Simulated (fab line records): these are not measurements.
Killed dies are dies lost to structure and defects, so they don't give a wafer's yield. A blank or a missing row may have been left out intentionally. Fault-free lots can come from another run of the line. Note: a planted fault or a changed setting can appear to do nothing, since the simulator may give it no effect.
fab line records | flow nand_harc
[record] lots = 11 wafers = 33 last_day = 24
route steps=1159 shown A_M0@1015 A_M1@1034
lots that met no fault: taken from a fault-free run of the same line
start_h: hours from the record's first day to the start of the lot's first wafer shown | wait_h: hours since the lot's step before | " unchanged from the row above | L1.1+2: several wafers, shown together as one row | - no value present, or no start provided | * or withheld: withheld | < > ~ a bound
route shown NAME@n: a module of which the file shows steps, and the number in the route of the first | usual: mean and standard deviation over wafers with no fault | same: alike in all rows | chamber/n: place in a boat | sites: each site's reading | _std_site: the standard deviation of these | _edge_site: outer sites' mean less inner sites' | radius_mm: how far each site lies from the wafer's centre | mask NAME#n: copy n | behind: tool/chamber where the wafer was last shaped | hold: the reason the lot was held/the length of the hold in hours/how it ended | device: the transistor (n, p or np) that didn't switch | end of line: the tests these same wafers got at the end of their route | for a step that has no rows: nothing shown but its recipe | killed: count of dies lost to structure and defects at first sort (not the wafer's yield) | map: the dies of a wafer, with x for killed, . for not killed, _ for no die there
set.NAME: setting as actually run; set.NAME@STEP: the setting as run at that earlier step | model.NAME: the simulator's own value behind a step, which no gauge read
steps of the route over a sample of lots; a table a step, a row a wafer
services: a tool's chamber out of use, with start hour (start_h, from the record's first day; less than 0 if before it), hours out, and reason
[[steps]]
[step NHARC_A_M0_PVD_20]
[recipe] target_thk_a = 50 bias_v = 168.6 power_w = 15000 chamber_pressure_pa = 0.12 time_s = 8.06 substrate_temp_c = 50 material = TaN
[usual] bias_v = 168.8/1.7 throttle_valve_pct = 30.0/0.96
// columns lot.wafer tool chamber start_h wait_h bias_v throttle_valve_pct
L906.4 pvd_sputter-01 - - - 169.7 27.6
L906.2 " - " " 167.8 30.8
L906.6 " - " " 167.0 27.5
L909.2 pvd_sputter-02 - - - 170.6 29.5
L909.3 " - " " 167.2 31.0
L909.6 " - " " 168.2 30.4
L911.4 pvd_sputter-03 - - - 166.9 30.3
L911.1 " - " " 170.9 31.0
L911.6 " - " " 165.7 30.7
L915.3 pvd_sputter-01 - - - 166.3 31.0
L915.1 " - " " 165.6 30.5
L915.6 " - " " 169.2 27.3
L914.1 pvd_sputter-03 - - - 169.8 30.4
L914.2 " - " " 165.9 30.8
L914.6 " - " " 169.9 30.7
L913.3 pvd_sputter-01 - - - 167.9 31.0
L913.1 " - " " 167.2 28.9
L913.2 " - " " 169.4 27.4
L916.1 pvd_sputter-03 - - - 170.2 30.5
L916.4 " - " " 172.9 30.3
L916.6 " - " " 168.6 30.8
L919.3 pvd_sputter-03 - - - 168.6 30.5
L919.6 " - " " 168.2 30.7
L919.5 " - " " 169.1 30.6
L921.1 pvd_sputter-02 - - - 168.4 31.2
L921.4 " - " " 168.5 29.1
L921.3 " - " " 168.7 30.4
L926.1 pvd_sputter-01 - - - 168.7 29.9
L926.6 " - " " 165.7 30.9
L926.5 " - " " 168.5 29.4
L925.1 pvd_sputter-02 - - - 167.8 28.9
L925.3 " - " " 169.9 30.5
L925.2 " - " " 170.9 29.6
[step NHARC_A_M0_DEP_32]
[recipe] target_thk_a = 300 temp_c = 370 target_thk_nm = 30 pressure_torr = 3 flow_sccm = 200 rf_w = 450 material = SiCN
[usual] heater_power_outer_w = 320/33 heater_power_w = 575/44 rf_fwd_power_W = 448.9/1.5
// columns lot.wafer tool chamber start_h wait_h heater_power_outer_w heater_power_w rf_fwd_power_W
L906.2 pecvd-01 2 412.66 0.1 326 604 448.7
L906.4 " 2 " " 332 626 448.1
L906.6 " 0 " " 324 570 449.8
L909.2 pecvd-04 2 430.31 0.1 347 560 449.8
L909.3 " 0 " " 272 537 449.4
L909.6 " 1 " " 339 606 449.6
L911.1 pecvd-04 0 442.46 0.1 314 575 448.7
L911.6 " 1 " " 309 589 449.1
L911.4 " 2 " " 300 483 446.6
L915.1 pecvd-04 0 453.56 0.1 371 643 447.5
L915.3 " 1 " " 355 617 448.9
L915.6 " 2 " " 364 573 447.7
L914.1 pecvd-03 2 457.99 0.1 256 544 451.9
L914.2 " 0 " " 296 576 447.3
L914.6 " 1 " " 344 598 447.6
L913.3 pecvd-04 1 463.95 0.1 283 553 448.0
L913.1 " 2 " " 303 504 449.0
L913.2 " 0 " " 299 547 447.6
L916.1 pecvd-04 2 478.89 0.1 354 555 447.3
L916.4 " 1 " " 371 648 449.2
L916.6 " 2 " " 358 558 447.4
L919.3 pecvd-04 1 489.42 0.1 367 653 451.3
L919.5 " 0 " " 319 569 448.0
L919.6 " 1 " " 375 642 449.1
L921.1 pecvd-01 1 505.36 0.1 314 543 448.3
L921.3 " 0 " " 270 495 449.4
L921.4 " 2 " " 250 487 449.2
L926.1 pecvd-03 0 531.05 0.1 330 586 447.0
L926.5 " 2 " " 293 574 448.7
L926.6 " 0 " " 328 602 450.1
L925.2 pecvd-04 0 531.18 0.1 354 635 449.6
L925.3 " 1 " " 359 631 449.2
L925.1 " 2 " " 345 548 448.0
[step NHARC_A_M1_PEB_07]
[recipe] peb_temp_c = 100 peb_time_s = 65
// columns lot.wafer tool chamber start_h wait_h
L906.2+4+6 litho_track-06 0 414.04 0.1
L909.2+3+6 litho_track-06 0 431.33 0.1
L911.1+4+6 litho_track-06 0 443.63 0.1
L915.1+3+6 litho_track-04 0 454.67 0.1
L914.1+2+6 litho_track-06 0 459.22 0.1
L913.1+2+3 litho_track-04 0 465.18 0.1
L916.1+4+6 litho_track-06 0 479.86 0.1
L919.3+5+6 litho_track-04 0 490.43 0.0
L921.1+3+4 litho_track-06 0 506.39 0.1
L926.1+5+6 litho_track-01 0 532.16 0.1
L925.1+2+3 litho_track-01 0 532.33 0.1
[step NHARC_A_M1_CD_MEAS_09]
[recipe] target_cd_nm = 120 landing_energy_ev = 500
[usual] cd_nm = 119.9/0.67
// columns lot.wafer tool chamber start_h wait_h cd_nm
L906.2 cd_sem-02 0 414.12 - 119.4
L906.4 " 0 " " 119.8
L906.6 " 0 " " 120.3
L909.2 cd_sem-01 0 431.41 - 120.5
L909.3 " 0 " " 120.7
L909.6 " 0 " " 120.5
L911.1 cd_sem-01 0 443.71 - 120.4
L911.4 " 0 " " 120.7
L911.6 " 0 " " 120.6
L915.1 cd_sem-03 0 454.75 - 119.5
L915.3 " 0 " " 120.5
L915.6 " 0 " " 121.2
L914.1 cd_sem-03 0 459.30 - 120.6
L914.2 " 0 " " 119.4
L914.6 " 0 " " 119.1
L913.1 cd_sem-02 0 465.26 - 120.8
L913.2 " 0 " " 120.0
L913.3 " 0 " " 118.9
L916.1 cd_sem-03 0 479.94 - 124.4
L916.4 " 0 " " 124.9
L916.6 " 0 " " 124.3
L919.3 cd_sem-02 0 490.51 - 119.9
L919.5 " 0 " " 118.9
L919.6 " 0 " " 119.8
L921.1 cd_sem-03 0 506.47 - 125.4
L921.3 " 0 " " 125.9
L921.4 " 0 " " 125.3
L926.1 cd_sem-01 0 532.24 - 119.2
L926.5 " 0 " " 120.4
L926.6 " 0 " " 120.2
L925.1 cd_sem-02 0 532.41 - 119.7
L925.2 " 0 " " 120.6
L925.3 " 0 " " 120.1
[step NHARC_A_M1_ETCH_35]
[recipe] target_depth_a = 400 overetch_a = 120 time_s = 43.94 ion_energy_ev = 200 n2_flow_sccm = 150 h2_flow_sccm = 150 ar_flow_sccm = 0 rf_w = 400 bias_w = 150 chemistry = N2/H2
[usual] drypump_motor_current_A = 5.55/0.29 oes_product_au = 0.998/0.0096 rf_fwd_power_W = 394.8/2.1 rf_vpp_V = 431.8/2.2 showerhead_plenum_p_Torr = 2.09/0.077 throttle_valve_pct = 14.170/0.0097
// columns lot.wafer tool chamber start_h wait_h drypump_motor_current_A oes_product_au rf_fwd_power_W rf_hours_counter_h rf_vpp_V showerhead_plenum_p_Torr throttle_valve_pct
L906.2 rie_diel-10 0 414.40 0.1 5.92 1.010 392.2 4 427.9 1.96 14.169
L906.4 " 3 " " 5.19 0.994 397.1 4 434.7 2.17 14.160
L906.6 " 0 " " 5.92 0.997 393.4 - 428.0 1.96 14.162
L909.3 rie_diel-03 3 431.68 0.1 5.48 0.991 392.4 2 433.8 2.14 14.178
L909.2 " 0 " " 5.93 1.001 398.4 2 428.3 1.97 14.151
L909.6 " 3 " " 5.50 1.001 391.8 - 431.9 2.14 14.147
L911.4 rie_diel-11 2 443.99 0.1 5.55 1.010 395.5 2 432.8 2.13 14.176
L911.1 " 3 " " 5.21 0.988 395.6 2 431.5 2.07 14.160
L911.6 " 1 " " 5.26 0.994 395.5 - 430.5 2.04 14.179
L915.1 rie_diel-03 2 455.02 0.1 5.38 0.972 397.1 4 433.6 2.13 14.167
L915.3 " 3 " " 5.46 1.003 390.4 4 433.3 2.14 14.162
L915.6 " 3 " " 5.47 0.998 388.9 - 434.7 2.14 14.157
L914.1 rie_diel-11 0 459.57 0.1 5.81 0.992 394.7 2 428.8 1.99 14.177
L914.2 " 3 " " 5.23 0.986 398.3 2 431.2 2.07 14.163
L914.6 " 1 " " 5.24 1.006 395.1 - 429.9 2.04 14.185
L913.2 rie_diel-11 2 465.53 0.1 5.50 1.024 397.1 2 433.8 2.13 14.167
L913.1 " 3 " " 5.23 0.992 397.0 2 431.9 2.07 14.163
L913.3 " 1 " " 5.24 1.006 397.6 2 430.4 2.04 14.175
L916.1 rie_diel-03 1 480.21 0.1 5.97 1.002 393.4 5 434.1 2.17 14.172
L916.4 " 0 " " 5.92 1.003 395.4 3 428.5 1.97 14.165
L916.6 " 2 " " 5.32 1.009 397.7 - 432.2 2.13 14.165
L919.3 rie_diel-11 3 490.80 0.1 5.24 0.978 396.8 3 430.6 2.07 14.169
L919.6 " 1 " " 5.26 0.996 395.3 - 432.0 2.04 14.167
L919.5 " 3 " " 5.22 0.986 396.7 - 431.4 2.07 14.167
L921.3 rie_diel-03 1 506.74 0.1 5.97 0.991 392.5 8 432.7 2.17 14.185
L921.4 " 2 " " 5.36 0.997 394.2 9 432.1 2.13 14.174
L921.1 " 3 " " 5.51 0.996 393.3 9 434.4 2.14 14.182
L926.1 rie_diel-03 2 532.53 0.1 5.36 0.992 398.4 10 432.0 2.13 14.169
L926.6 " 2 " " 5.37 0.990 395.1 - 432.5 2.13 14.163
L926.5 " 0 " " 5.90 1.006 395.3 - 428.3 1.97 14.166
L925.1 rie_diel-11 1 532.69 0.1 5.24 0.994 396.5 4 428.9 2.04 14.167
L925.3 " 2 " " 5.52 1.022 397.6 3 434.5 2.13 14.161
L925.2 " 3 " " 5.22 0.990 396.2 4 433.4 2.07 14.168
[step NHARC_A_M1_CD_MEAS_16]
[usual] cd_nm = 120.1/0.81
// columns lot.wafer tool chamber start_h wait_h cd_nm
L906.2 cd_sem-01 - 414.62 - 120.5
L906.4 " - " " 120.0
L906.6 " - " " 120.7
L909.2 cd_sem-03 - 431.91 - 120.0
L909.3 " - " " 120.5
L909.6 " - " " 119.8
L911.1 cd_sem-02 - 444.20 - 120.5
L911.4 " - " " 118.9
L911.6 " - " " 120.3
L915.1 cd_sem-01 - 455.24 - 119.0
L915.3 " - " " 119.9
L915.6 " - " " 121.3
L914.1 cd_sem-01 - 459.79 - 120.5
L914.2 " - " " 120.5
L914.6 " - " " 119.5
L913.1 cd_sem-01 - 465.75 - 121.4
L913.2 " - " " 119.8
L913.3 " - " " 119.5
L916.1 cd_sem-03 - 480.43 - 124.3
L916.4 " - " " 124.1
L916.6 " - " " 123.6
L919.3 cd_sem-02 - 491.04 - 120.0
L919.5 " - " " 119.8
L919.6 " - " " 120.1
L921.1 cd_sem-02 - 506.96 - 124.9
L921.3 " - " " 126.3
L921.4 " - " " 124.6
L926.1 cd_sem-03 - 532.77 - 119.5
L926.5 " - " " 119.9
L926.6 " - " " 120.5
L925.1 cd_sem-01 - 532.90 - 119.9
L925.2 " - " " 120.7
L925.3 " - " " 119.9
[[services]]
// columns tool chamber start_h hours kind
pecvd-04 0 389.61 6.4 repair
pvd_sputter-02 - 392.00 10.0 pm
rie_diel-03 - 392.30 9.0 pm
pvd_sputter-01 - 401.27 3.5 repair
pecvd-01 - 418.39 13.0 pm
pvd_sputter-03 - 425.63 1.6 repair
rie_diel-03 0 432.71 12.3 repair
pvd_sputter-01 - 435.59 5.0 repair
litho_track-01 - 443.00 7.0 pm
pecvd-01 - 448.27 0.9 repair
pecvd-04 - 454.48 4.5 repair
pecvd-01 2 457.95 3.3 repair
pvd_sputter-03 - 463.02 10.0 pm
litho_track-06 - 467.00 7.0 pm
pecvd-03 - 473.26 13.0 pm
rie_diel-11 2 477.32 23.2 repair
litho_track-04 - 491.01 7.0 pm
rie_diel-10 2 496.06 15.7 repair
rie_diel-11 1 501.10 1.4 repair
rie_diel-11 0 502.42 6.5 repair
pvd_sputter-01 - 516.94 10.0 pm
pecvd-01 2 524.80 6.5 repair
rie_diel-11 - 525.51 0.7 repair
rie_diel-03 3 527.89 10.6 repair
[[key]]
[first_sign] step = NHARC_A_M1_CD_MEAS_09 reading = cd_nm direction = up sigmas = 7.6 usual = 119.9 struck = 125.0
[effect] step = NHARC_A_M1_CD_MEAS_16 reading = cd_nm direction = up sigmas = 5.6 usual = 120.1 struck = 124.6
met_at NHARC_A_M1_PEB_07
struck_lots L916,L921
not_acting_at NHARC_A_M0_PVD_20,NHARC_A_M0_DEP_32,NHARC_A_M1_ETCH_35
onset_between 459.22 479.86
[fault] kind = process_parameter_drift tool = litho_track-06 chamber = - onset_h = 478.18 steps = NHARC_A_M1_PEB_07 channel = peb_time_s offset = * shape = step end_h = 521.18 acts_in = * stated = *
